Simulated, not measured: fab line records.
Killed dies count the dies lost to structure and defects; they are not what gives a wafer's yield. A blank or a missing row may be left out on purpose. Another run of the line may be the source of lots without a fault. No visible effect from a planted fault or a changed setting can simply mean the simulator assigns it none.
What tool caused it? / flow n5 finfet / 30 wafers sampled from 10 lots at 1 step of a route of 1938

## WHAT THE GAUGES SHOWED, per wafer
N5_BEOL_M10_OVL_MEAS_12.
lot=L854; measured=day 11 03:16; on=overlay-01; M10_OVL (nm)=-0.7 -0.4 -1.2
lot=L856; measured=day 11 12:37; on=overlay-01; M10_OVL (nm)=-0.2 -0.1 -1.0
lot=L858; measured=day 12 11:40; on=overlay-01; M10_OVL (nm)=1.2 0.0 0.6
lot=L860; measured=day 13 01:08; on=overlay-01; M10_OVL (nm)=0.3 0.1 0.4
lot=L859; measured=day 13 05:12; on=overlay-01; M10_OVL (nm)=0.4 0.2 -0.4
lot=L862; measured=day 13 22:37; on=overlay-02; M10_OVL (nm)=0.6 0.4 -0.3
lot=L865; measured=day 14 12:14; on=overlay-01; M10_OVL (nm)=-0.3 0.8 2.0
lot=L872; measured=day 16 02:33; on=overlay-02; M10_OVL (nm)=-0.2 -0.3 0.9
lot=L876; measured=day 16 10:55; on=overlay-02; M10_OVL (nm)=0.0 -0.3 0.0
lot=L875; measured=day 17 05:34; on=overlay-02; M10_OVL (nm)=1.1 1.5 1.0

## TOOL THAT RAN EACH LOT (tool first, then ch and the chambers of the sampled wafers, then the start)
Before these readings, the record contains no process step.

## THE ANSWER, worked out from the rows above alone
Rule: what is usual is taken from the lots themselves. The widest of any qualifying gaps counts: lots, ordered by their means at a reading, are off when they make up no more than a third of the lots, leave a main group of 4 or more, and stand apart from it by 3 or more times the standard deviation of that group's means. Not used: any main group whose means are identical at the precision the tables above print for the reading. A lot without any number at a reading at which 4 lots or more have one is off too. All remaining lots with rows at the step are treated as sound.
Nothing can be told from this: no lot is off at any reading shown.

## WHAT HAD BEEN PUT IN BY THE SIMULATOR
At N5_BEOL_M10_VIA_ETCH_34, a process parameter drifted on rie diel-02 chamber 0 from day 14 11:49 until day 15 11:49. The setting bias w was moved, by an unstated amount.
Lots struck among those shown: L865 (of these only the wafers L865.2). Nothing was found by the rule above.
